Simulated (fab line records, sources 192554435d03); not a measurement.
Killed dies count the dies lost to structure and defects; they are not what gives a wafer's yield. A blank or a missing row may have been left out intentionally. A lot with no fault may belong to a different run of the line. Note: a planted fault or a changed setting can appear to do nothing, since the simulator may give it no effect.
fab line records	flow n5-finfet
[record] lots = 5	wafers = 14	last-day = 17
route steps=1938 shown BEOL_M2@888 PASSIVATION@1936
lots untouched by any fault: they come from a run of this same line in which no faults occurred
start-h: the number of hours between the record's first day and the start of the first shown wafer of the lot	wait-h: hours elapsed since this lot's preceding step	" the same as in the row above	L1.1+2: several wafers, shown together as one row	- no value, or no start was given	* or withheld: withheld	< > ~ a bound
route shown NAME@n: a module of which the file shows steps, and the number in the route of the first	usual: the fault-free wafers' mean and standard deviation	same: alike in all rows	chamber/n: place in a boat	sites: readings site by site	_std_site: the standard deviation of these	_edge_site: inner sites' mean taken away from outer sites' mean	radius-mm: how far each site lies from the wafer's centre	mask NAME#n: copy n	behind: tool/chamber where the wafer was last shaped	hold: why the lot was held/for how many hours/how that ended	device: the n, p or np transistor that did not switch	end of line: tests run on the same wafers once the route is complete	step lacking rows: just its recipe	killed: dies lost to structure and defects at the first sort, not the wafer's yield	map: a wafer's dies, x killed, . not, _ none there
set.NAME: setting as actually run; set.NAME@STEP: the setting as run at that earlier step	model.NAME: the simulator's own value behind a step, which no gauge read
a table for each step, a row for each wafer; lots at some steps of the route
services: from which hour (start-h, from the record's first day; less than 0 if before it) a tool's chamber was out of use, for how many hours, and why
[[steps]]
[step N5_BEOL_M2_STRIP_83]
[recipe] chemistry = C4F6/O2	resist = SiARC	rf-frequency-hz = 6e+07
[step N5_BEOL_M2_STRIP_36]
[recipe] chemistry = N2/H2	power-w = 450	temp-c = 40	pressure-mtorr = 20	rf-frequency-hz = 6e+07	overash-fraction = 0.3	bias-power-w = 7	h2-frac = 0.5	n2-flow-sccm = 200	h2-flow-sccm = 200
[usual] drypump-motor-current-A = 5.8/0.42	oes-product-au = 0.79/0.064	rf-vpp-V = 58.9/1.4	showerhead-plenum-p-Torr = 2.55/0.059	throttle-valve-pct = 23.75/0.28
[same] overash-fraction = 0.3
lot.wafer	tool	chamber	start-h	wait-h	drypump-motor-current-A	oes-product-au	rf-hours-counter-h	rf-vpp-V	showerhead-plenum-p-Torr	throttle-valve-pct
L306.1	rie-diel-05	3	148.40	0.0	6.4	0.81	110	58.5	2.57	23.51
L306.4	"	2	"	"	5.3	0.88	-	60.0	2.57	23.40
L306.6	"	3	"	"	6.3	0.80	-	57.0	2.57	23.53
L310.3	rie-diel-05	1	183.30	0.0	5.7	0.73	179	57.5	2.51	23.48
L310.5	"	3	"	"	6.3	0.79	-	58.4	2.56	23.54
L321.3	rie-diel-05	2	230.09	0.0	5.3	0.83	79	61.3	2.56	23.42
L321.5	"	0	"	"	5.9	0.78	-	55.5	2.56	24.18
L321.6	"	3	"	"	6.3	0.77	-	60.0	2.55	23.57
L324.1	rie-diel-02	1	267.93	0.0	6.3	0.95	1	58.2	2.50	23.51
L324.3	"	0	"	"	5.9	0.83	84	58.7	2.56	23.51
L324.6	"	1	"	"	6.3	0.97	-	59.7	2.50	23.49
L325.2	rie-diel-05	3	268.20	0.0	6.4	0.76	152	58.8	2.55	23.56
L325.4	"	2	"	"	5.3	0.84	90	58.7	2.56	23.41
L325.5	"	0	"	"	5.9	0.76	-	58.7	2.55	24.25
[step N5_BEOL_M2_TRENCH_ETCH_37]
[recipe] chemistry = C4F6/O2	target-depth-a = 555.55	target = SiOC	time-s = 29.2	ion-energy-ev = 250	pressure-mtorr = 30	source-w = 355	bias-w = 185	Ar_flow_sccm = 300	C4F6_flow_sccm = 10	O2_flow_sccm = 10
[step N5_BEOL_M2_ETCH_41]
[recipe] chemistry = CH3F/O2	target = SiCN	target-depth-a = 299	taper-deg = 2	time-s = 52.5	ion-energy-ev = 120	mask-material = TiN	pressure-mtorr = 30	source-w = 395	bias-w = 75	Ar_flow_sccm = 150	CH3F_flow_sccm = 30	O2_flow_sccm = 20
[step N5_BEOL_M2_STRIP_97]
[recipe] chemistry = N2/H2	time-s = 10	power-w = 450	temp-c = 40	pressure-mtorr = 20	rf-frequency-hz = 6e+07	bias-power-w = 7	n2-flow-sccm = 200	h2-flow-sccm = 200
[step N5_BEOL_M2_OCD_MEAS_38]
[usual] trench-depth-nm = 55.5/0.76
lot.wafer	tool	chamber	start-h	wait-h	trench-depth-nm
L306.1	ocd-02	-	148.60	-	56.3
L306.4	"	-	"	"	55.8
L306.6	"	-	"	"	55.7
L310.3	ocd-02	-	183.50	-	55.2
L310.5	"	-	"	"	54.6
L321.3	ocd-02	-	230.29	-	56.4
L321.5	"	-	"	"	55.0
L321.6	"	-	"	"	55.9
L324.1	ocd-01	-	268.12	-	56.9
L324.3	"	-	"	"	55.5
L324.6	"	-	"	"	56.4
L325.2	ocd-02	-	268.40	-	55.1
L325.4	"	-	"	"	55.5
L325.5	"	-	"	"	54.6
[step N5_BEOL_M2_HM_STRIP_39]
[recipe] chemistry = peroxide-tin-strip	material = TiN	target-depth-a = 250	temp-c = 50	time-s = 158
[step N5_BEOL_M2_SRD_40]
[recipe] time-s = 30	temp-c = 23	rinse-liquid = diw	dry = ipa-marangoni
[step N5_BEOL_M2_PRECLEAN_42]
[recipe] chemistry = residue-remover	time-s = 60	temp-c = 40
[step N5_BEOL_M2_SRD_43]
[recipe] time-s = 30	temp-c = 23	rinse-liquid = diw	dry = ipa-marangoni
[step N5_BEOL_M2_CD_MEAS_35]
[recipe] target-cd-nm = 18	target-cd-y-nm = 22.2	polarity = opening
[usual] cd-nm = 18.1/0.31
lot.wafer	tool	chamber	start-h	wait-h	cd-nm
L306.1	cd-sem-03	-	148.75	0.0	18.4
L306.4	"	-	"	"	17.9
L306.6	"	-	"	"	18.0
L310.3	cd-sem-03	-	183.66	0.0	17.7
L310.5	"	-	"	"	17.5
L321.3	cd-sem-03	-	230.44	0.0	18.2
L321.5	"	-	"	"	18.2
L321.6	"	-	"	"	17.6
L324.1	cd-sem-03	-	268.28	0.0	18.3
L324.3	"	-	"	"	18.1
L324.6	"	-	"	"	18.4
L325.2	cd-sem-01	-	268.55	0.0	17.7
L325.4	"	-	"	"	18.0
L325.5	"	-	"	"	18.3
[step N5_BEOL_M2_DEGAS_44]
[recipe] ambient = vacuum	temp-c = 250	time-s = 60
[step N5_BEOL_M2_PRE_CLEAN_45]
[recipe] gas = H2/He	time-s = 30	temp-c = 250
[usual] heater-power-w = 326/35	susceptor-temp-C = 249.99/0.16
lot.wafer	tool	chamber	start-h	wait-h	heater-power-w	susceptor-temp-C
L306.1	pvd-sputter-02	-	148.99	0.0	329	249.96
L306.4	"	-	"	"	283	250.18
L306.6	"	-	"	"	396	249.88
L310.3	pvd-sputter-01	-	184.06	0.0	338	249.76
L310.5	"	-	"	"	324	249.88
L321.3	pvd-sputter-01	-	230.81	0.0	343	250.22
L321.5	"	-	"	"	332	249.99
L321.6	"	-	"	"	345	249.63
L324.1	pvd-sputter-02	-	268.55	0.0	334	249.89
L324.3	"	-	"	"	407	249.98
L324.6	"	-	"	"	287	249.94
L325.2	pvd-sputter-02	-	268.67	0.0	315	250.27
L325.4	"	-	"	"	334	249.68
L325.5	"	-	"	"	382	249.85
[step N5_BEOL_M2_ALD_84]
[recipe] material = TaN	target-thk-a = *	temp-c = 275	ald-precursor-family = PDMAT	ald-co-reactant = NH3	pressure-torr = 3	carrier-flow-sccm = 1500	pulse-time-s = 2	purge-time-s = 3	co-reactant-purge-time-s = 2	co-reactant-pulse-time-s = 3	ald-cycles = 30	precursor-vessel-temp-c = 75	precursor-vessel-pressure-torr = 26.25	precursor-vessel-carrier-sccm = 1000
[step N5_BEOL_M2_SURFACE_TREAT_85]
[recipe] gas = Ar	time-s = *	ion-energy-ev = *	ion-current-ma-cm2 = 0.5	pressure-mtorr = *	ar-flow-sccm = 30
[step N5_BEOL_M2_CVD_47]
[recipe] material = Co	target-thk-a = 30	temp-c = withheld	precursor = CCTBA/H2	pressure-torr = 30	time-s = 223.8
[step N5_BEOL_M2_SPUTTER_48]
[recipe] material = Cu	target-thk-a = 45	temp-c = -20	chamber-pressure-pa = 0.07	power-w = withheld	time-s = 8.29
[usual] susceptor-temp-C = -19.99/0.11	throttle-valve-pct = 30.0/0.99
lot.wafer	tool	chamber	start-h	wait-h	susceptor-temp-C	throttle-valve-pct
L306.1	pvd-sputter-03	-	150.47	0.7	-20.11	28.8
L306.4	"	-	"	"	-20.01	29.3
L306.6	"	-	"	"	-20.06	28.6
L310.3	pvd-sputter-01	-	184.68	0.1	-19.96	30.5
L310.5	"	-	"	"	-19.90	30.4
L321.3	pvd-sputter-01	-	231.61	0.1	-20.12	28.4
L321.5	"	-	"	"	-19.89	30.5
L321.6	"	-	"	"	-20.05	31.3
L324.1	pvd-sputter-01	-	270.40	1.2	-20.02	31.5
L324.3	"	-	"	"	-19.93	30.6
L324.6	"	-	"	"	-19.97	31.4
L325.2	pvd-sputter-02	-	271.07	1.6	-20.17	29.2
L325.4	"	-	"	"	-19.89	31.0
L325.5	"	-	"	"	-19.98	30.5
[step N5_BEOL_M2_ANNEAL_49]
[recipe] temp-c = 400	time-s = 240	ambient = vacuum
[usual] heater-power-w = 800/70	susceptor-temp-C = 400.02/0.21
lot.wafer	tool	chamber	start-h	wait-h	heater-power-w	susceptor-temp-C
L306.1	pvd-sputter-03	-	150.55	0.0	747	400.41
L306.4	"	-	"	"	745	400.00
L306.6	"	-	"	"	765	400.34
L310.3	pvd-sputter-01	-	184.76	0.0	844	399.81
L310.5	"	-	"	"	856	399.72
L321.3	pvd-sputter-01	-	231.69	0.0	814	399.73
L321.5	"	-	"	"	860	400.27
L321.6	"	-	"	"	712	399.90
L325.2	pvd-sputter-02	-	271.15	0.0	826	399.82
L325.4	"	-	"	"	793	400.15
L325.5	"	-	"	"	986	400.05
L324.1	pvd-sputter-01	-	272.44	2.0	873	400.10
L324.3	"	-	"	"	864	399.85
L324.6	"	-	"	"	701	400.05
[step N5_BEOL_M2_SPUTTER_79]
[recipe] material = Cu	target-thk-a = 45	temp-c = -20	chamber-pressure-pa = 0.07	power-w = withheld	time-s = 8.29
[step N5_BEOL_M2_ANNEAL_80]
[recipe] temp-c = 400	time-s = 240	ambient = vacuum
[step N5_BEOL_M2_SPUTTER_81]
[recipe] material = Cu	target-thk-a = 45	temp-c = -20	chamber-pressure-pa = 0.07	power-w = withheld	time-s = 8.29
[step N5_BEOL_M2_ANNEAL_82]
[recipe] temp-c = 400	time-s = 240	ambient = vacuum
[step N5_BEOL_M2_SPUTTER_86]
[recipe] material = Cu	target-thk-a = 45	temp-c = -20	chamber-pressure-pa = 0.07	power-w = withheld	time-s = 8.29
[step N5_BEOL_M2_ANNEAL_87]
[recipe] temp-c = 400	time-s = 240	ambient = vacuum
[step N5_BEOL_M2_SPUTTER_88]
[recipe] material = Cu	target-thk-a = 45	temp-c = -20	chamber-pressure-pa = 0.07	power-w = withheld	time-s = 8.29
[step N5_BEOL_M2_ANNEAL_89]
[recipe] temp-c = 400	time-s = 240	ambient = vacuum
[step N5_BEOL_M2_SPUTTER_90]
[recipe] material = Cu	target-thk-a = 45	temp-c = -20	chamber-pressure-pa = 0.07	power-w = withheld	time-s = 8.29
[step N5_BEOL_M2_ANNEAL_91]
[recipe] temp-c = 400	time-s = 240	ambient = vacuum
[step N5_BEOL_M2_SPUTTER_92]
[recipe] material = Cu	target-thk-a = 45	temp-c = -20	chamber-pressure-pa = 0.07	power-w = withheld	time-s = 8.29
[step N5_BEOL_M2_ANNEAL_93]
[recipe] temp-c = 400	time-s = 240	ambient = vacuum
[step N5_BEOL_M2_SPUTTER_94]
[recipe] material = Cu	target-thk-a = 45	temp-c = -20	chamber-pressure-pa = 0.07	power-w = withheld	time-s = 8.29
[step N5_BEOL_M2_ANNEAL_95]
[recipe] temp-c = 400	time-s = 240	ambient = vacuum
[usual] heater-power-w = 800/72	susceptor-temp-C = 400.02/0.24
lot.wafer	tool	chamber	start-h	wait-h	heater-power-w	susceptor-temp-C
L306.1	pvd-sputter-03	-	152.09	0.0	727	400.03
L306.4	"	-	"	"	721	400.56
L306.6	"	-	"	"	756	400.04
L310.3	pvd-sputter-01	-	186.30	0.0	834	400.32
L310.5	"	-	"	"	823	399.83
L321.3	pvd-sputter-01	-	233.23	0.0	827	399.64
L321.5	"	-	"	"	851	400.13
L321.6	"	-	"	"	714	400.08
L325.2	pvd-sputter-02	-	272.69	0.0	822	400.07
L325.4	"	-	"	"	775	400.63
L325.5	"	-	"	"	980	400.05
L324.1	pvd-sputter-01	-	273.98	0.0	876	400.15
L324.3	"	-	"	"	856	400.15
L324.6	"	-	"	"	702	400.19
[step N5_BEOL_M2_SPUTTER_96]
[recipe] material = Cu	target-thk-a = 45	temp-c = -20	chamber-pressure-pa = 0.07	power-w = withheld	time-s = 8.29
[step N5_BEOL_M2_ECD_50]
[recipe] material = Cu	target-thk-a = 3000
[step N5_BEOL_M2_ANNEAL_51]
[recipe] temp-c = 225	time-s = 90	ambient = N2
[step N5_BEOL_M2_CMP_52]
[recipe] stop-on = SiOC	t-overpolish-s = 6.8	down-force-psi = 1	platen-rpm = 50	clearing-platen-down-force-psi = 1.5	clearing-platen-rpm = 50	post-cmp-clean = cu-alkaline	target-thk-nm = 40	clearing-platen-pad-velocity-m-s = 0.99484	pad-velocity-m-s = 0.99484
[step N5_BEOL_M2_THK_MEAS_53]
[recipe] thk-meas-gauge = xrf	reads = Cu_of_BEOL_M2_ECD_50
[usual] M2_THK = 40.4/1.4
lot.wafer	tool	chamber	start-h	wait-h	M2_THK[nm]
L306.1	film-metro-02	-	153.28	-	40.5
L306.4	"	-	"	"	40.1
L306.6	"	-	"	"	39.8
L310.3	film-metro-01	-	187.22	-	39.3
L310.5	"	-	"	"	38.3
L321.3	film-metro-01	-	234.27	-	40.4
L321.5	"	-	"	"	40.1
L321.6	"	-	"	"	40.2
L325.2	film-metro-02	-	273.62	-	39.7
L325.4	"	-	"	"	40.8
L325.5	"	-	"	"	41.2
L324.1	film-metro-01	-	275.12	-	40.4
L324.3	"	-	"	"	41.5
L324.6	"	-	"	"	42.9
[step N5_BEOL_M2_PRE_CLEAN_60]
[recipe] gas = NH3/H2	time-s = 15	temp-c = *	rf-power-w = 300
[step N5_BEOL_M2_CO_CAP_55]
[recipe] material = Co	target-thk-a = 20	temp-c = 200	precursor = CCTBA/H2	pressure-torr = 30	time-s = 102.1
[usual] heater-power-w = 243/20	susceptor-temp-C = 200.01/0.15
lot.wafer	tool	chamber	start-h	wait-h	heater-power-w	susceptor-temp-C
L306.1	cvd-co-02	0	153.36	0.0	255	199.90
L306.4	"	2	"	"	229	200.05
L306.6	"	1	"	"	277	200.11
L310.3	cvd-co-01	1	187.30	0.0	240	199.84
L310.5	"	0	"	"	218	199.95
L321.3	cvd-co-02	0	234.35	0.0	262	200.13
L321.5	"	0	"	"	257	199.86
L321.6	"	1	"	"	273	199.82
L325.2	cvd-co-02	1	273.70	0.0	276	199.83
L325.4	"	2	"	"	231	199.99
L325.5	"	0	"	"	265	200.08
L324.1	cvd-co-01	1	275.19	0.0	241	199.96
L324.3	"	2	"	"	249	199.87
L324.6	"	2	"	"	259	199.79
[step N5_BEOL_M2_PRE_CLEAN_56]
[recipe] gas = NH3	time-s = 15	temp-c = withheld	rf-power-w = 300
[step N5_BEOL_M2_DEP_57]
[recipe] material = SiCN	target-thk-a = 80	temp-c = withheld	precursor = 3MS/NH3	pressure-torr = 3	rf-w = 202	time-s = 14
[step N5_BEOL_M2_RS_MEAS_58]
[recipe] thk-meas-gauge = four-point-probe	reads = Co_of_BEOL_M2_CO_CAP_55+Cu_of_BEOL_M2_ECD_50+Co_of_BEOL_M2_CVD_47+TaN_of_BEOL_M2_ALD_84
[usual] M2_RS = 0.672/0.029
lot.wafer	tool	chamber	start-h	wait-h	M2_RS[ohm/sq]
L306.1	film-metro-02	-	153.54	0.0	0.668
L306.4	"	-	"	"	0.678
L306.6	"	-	"	"	0.684
L310.3	film-metro-01	-	187.51	0.1	0.700
L310.5	"	-	"	"	0.726
L321.3	film-metro-02	-	234.54	0.1	0.679
L321.5	"	-	"	"	0.688
L321.6	"	-	"	"	0.679
L325.2	film-metro-02	-	273.88	0.1	0.679
L325.4	"	-	"	"	0.660
L325.5	"	-	"	"	0.653
L324.1	film-metro-01	-	275.38	0.0	0.667
L324.3	"	-	"	"	0.648
L324.6	"	-	"	"	0.623
[step N5_PASSIVATION_PROBE_49]
[usual] defect-limited-yield = 91.5/1.5	killed_at_M0_to_M3 = 30/11	killed_at_M4_up = 13/4.9	killed-at-contacts = 14/6.5	killed-at-front-end = 40/11	killed-at-other = 3.3/2.7	killed-dies = 100/18	killed-on-rim = 13/3.8	killed-open = 67/14	killed-short = 32/7.8	sort_bin_5_function = 5.0/0.97	sort_bin_6_memory = 3.2/0.75	sort-n-pass = 1080/18	sort-yield-pct = 91.5/1.5
[same] gross-dies = 1180	killed-at-back-side = 0	sort_bin_4_leakage[%] = 0	sort_bin_8_speed[%] = 0
lot.wafer	tool	chamber	start-h	wait-h	defect-limited-yield[%]	killed_at_M0_to_M3	killed_at_M4_up	killed-at-contacts	killed-at-front-end	killed-at-other	killed-dies	killed-on-rim	killed-open	killed-short	sort_bin_5_function[%]	sort_bin_6_memory[%]	sort-n-pass	sort-yield-pct[%]
L310.3	prober-02	-	316.29	0.1	91.3	46	8	14	30	5	103	15	67	35	5.0	3.6	1077	91.3
L310.5	prober-02	-	316.39	0.2	90.1	35	11	26	40	5	117	12	80	36	6.0	3.6	1063	90.1
L321.3	prober-01	-	366.63	0.1	93.1	17	7	14	41	2	81	15	48	32	4.2	2.3	1099	93.1
L321.5	prober-01	-	366.73	0.2	91.7	43	15	9	29	2	98	18	62	34	4.4	3.4	1082	91.7
L321.6	prober-01	-	366.78	0.3	85.1	120	8	14	29	5	176	33	45	19	9.2	2.4	1004	85.1
L325.2	prober-01	-	399.02	0.1	91.9	40	4	16	28	7	95	8	67	28	5.3	2.5	1085	91.9
L325.4	prober-01	-	399.12	0.2	93.8	27	7	8	31	0	73	11	46	27	4.0	2.0	1107	93.8
L324.6	prober-02	-	399.83	0.3	94.0	19	10	8	33	1	71	10	52	17	4.2	1.4	1109	94.0
// killed by level:class
L310.3 MOL_CONTACT_COAG:geometric-particle:open=11 BEOL_M0_SAQP:geometric-particle:open=11 BEOL_M3:geometric-particle:open=10 FIN_SAQP:geometric-particle:short=9 BEOL_M2:geometric-particle:open=9 BEOL_M0_SAQP:geometric-particle:short=7 FIN_SAQP:geometric-particle:open=6 BEOL_M1:geometric-particle:open=5
L310.5 MOL_CONTACT_COAG:geometric-particle:open=20 FIN_SAQP:geometric-particle:open=12 BEOL_M2:geometric-particle:open=9 BEOL_M0_SAQP:geometric-particle:short=9 BEOL_M3:geometric-particle:open=8 STI_FIN_REVEAL:geometric-particle:open=6 GATE_CUT:geometric-particle:short=6 MOL_CONTACT_COAG:geometric-particle:short=6
L321.3 MOL_CONTACT_COAG:geometric-particle:open=12 FIN_SAQP:geometric-particle:short=10 FIN_SAQP:geometric-particle:open=7 STI_FIN_REVEAL:geometric-particle:open=6 BEOL_M0_SAQP:geometric-particle:short=5 STI_FIN_REVEAL:geometric-particle:short=4 DUMMY_GATE:geometric-particle:open=4 BEOL_M3:geometric-particle:open=4
L321.5 BEOL_M0_SAQP:geometric-particle:short=11 BEOL_M2:geometric-particle:open=9 FIN_SAQP:geometric-particle:open=7 MOL_CONTACT_COAG:geometric-particle:open=7 BEOL_M0_SAQP:geometric-particle:open=6 BEOL_M3:geometric-particle:open=6 DUMMY_GATE:geometric-particle:open=5 BEOL_M1:geometric-particle:open=5
L321.6 BEOL_M2:unspecified=104 MOL_CONTACT_COAG:geometric-particle:open=13 HKMG_FIN:area-etch=8 DUMMY_GATE:geometric-particle:open=6 FIN_SAQP:geometric-particle:short=5 BEOL_M2:geometric-particle:open=5 BEOL_M3:geometric-particle:open=5 BEOL_M1:geometric-particle:short=3
L325.2 MOL_CONTACT_COAG:geometric-particle:open=13 BEOL_M3:geometric-particle:open=11 BEOL_M1:geometric-particle:open=11 STI_FIN_REVEAL:geometric-particle:open=7 BEOL_M0_SAQP:geometric-particle:short=7 STI_FIN_REVEAL:geometric-particle:short=6 FIN_SAQP:geometric-particle:open=4 BEOL_M1:geometric-particle:short=4
L325.4 BEOL_M3:geometric-particle:open=14 FIN_SAQP:geometric-particle:short=6 MOL_CONTACT_COAG:geometric-particle:open=6 FIN_SAQP:geometric-particle:open=5 BEOL_M1:geometric-particle:open=4 BEOL_M4:geometric-particle:open=4 GATE_CUT:geometric-particle:short=4 STARTING-WAFER:geometric-particle:short=4
L324.6 FIN_SAQP:geometric-particle:open=10 MOL_CONTACT_COAG:geometric-particle:open=8 STI_FIN_REVEAL:geometric-particle:open=6 BEOL_M0_SAQP:geometric-particle:open=4 FIN_SAQP:geometric-particle:short=3 DUMMY_GATE:geometric-particle:open=3 ILD0:geometric-particle:open=3 BEOL_M0_SAQP:geometric-particle:short=3
// map L321.6 (x killed, . not)
_________________.x...x.....x________________
______________.......x.........x_____________
___________.x.....................x__________
__________.....x...................._________
________...x.........................._______
_______x...............................______
______............................x....._____
_____....................................____
____..x.............x...x.................___
___.....................x.............x....__
___........................x............x..__
__..x.....................x...x............._
__.......................x.....x......x....._
_x..............x.........x..x..........x.x..
_......x.....x............x..x...............
_..........................x.................
_.x...x.........x.........x........x.........
_.................x...........x..x......x....
_......x......x..............................
_.....x......................................
_.x..........................................
__x...x...................x..............x.x_
__......x.......................x..........._
___...x........x..............x.......x....__
___x.x..................x.xx.....x.........__
____.x..x............x..xx.xxxxx.xxxx.....___
_____...x.......x....x.xxxxxxxxxxxxxxxxx.____
______..................xx.xxxxxxxxxxxx._____
_______..x...............xxxxxxxxxxxxx.______
________x...............xxxxxxxxxxxxxx_______
__________.............x.xxxxxxxxxxx_________
___________......x......xxxxxxxxxxx__________
______________...........xxxxxxx_____________
_________________.......x..xx________________
// map L310.5 (x killed, . not)
_________________............________________
______________.................._____________
___________...............x........__________
__________...x......................_________
________........x..xx.............x..._______
_______..x.....x.xx....................______
______x................................._____
_____...x........x........x..x.........x.____
____.......................x....x.........___
___...x.x..........................x..x...x__
___............................x......x....__
__.............x.....x......................_
__......x.................x.......x........._
_................................x...........
_..x.x...x..x.x..............x....x..........
_...........xx.x...............x......xx.....
_...xx................x........x.x........x..
_............x...x......x....................
_........xxx...x.....x........x..............
_......x........x......x..x.....x............
_x.x.......xx..x..x..........................
__.x........x..............................._
__..............xx.........x................_
___...x....x..........x....................__
___.....x.....x...x................x......x__
____.....x............x..........x........___
_____..x.x......................x........____
______x.....x.x.....x.x....x.....x......_____
_______...........xx........x....x.x...______
________x..xx.....x..............x...._______
__________.....xx..x................_________
___________....x..x......x.....x...__________
______________x................._____________
_________________.xx........x________________
[[services]]
tool	chamber	start-h	hours	kind
rie-diel-02	-	130.52	2.8	pm
rie-diel-05	1	146.48	2.7	repair
rie-diel-02	3	176.47	6.5	repair
rie-diel-05	2	179.93	8.2	repair
cvd-co-01	-	210.25	2.8	pm
rie-diel-02	1	215.45	4.4	repair
cvd-co-02	-	231.13	0.6	repair
cvd-co-02	1	245.07	4.7	repair
rie-diel-02	1	250.21	-	clean
rie-diel-02	1	250.21	-	consumable-replace:focus-ring
rie-diel-02	1	250.21	13.8	scheduled-down
rie-diel-02	1	250.21	13.8	vent-cycle
rie-diel-02	-	274.83	1.4	repair
[[key]]
[first-sign] step = N5_PASSIVATION_PROBE_49	reading = killed_at_M0_to_M3	direction = up	sigmas = 8.1	usual = 30	struck = 120
[effect] step = N5_PASSIVATION_PROBE_49	reading = killed-dies	direction = up	sigmas = 4.2	usual = 100	struck = 176
[more-kills-born-at] N5_BEOL_M2_PRE_CLEAN_45@pvd-sputter-01 = 104
met-at N5_BEOL_M2_PRE_CLEAN_45
struck-wafers L321.6
[fault] kind = chamber-particle-source	tool = pvd-sputter-01	chamber = -	onset-h = 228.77	steps = N5_BEOL_M2_PRE_CLEAN_45	rate-per-visit-cm2 = 1.2263	end-h = 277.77	scope = struck-wafers-only
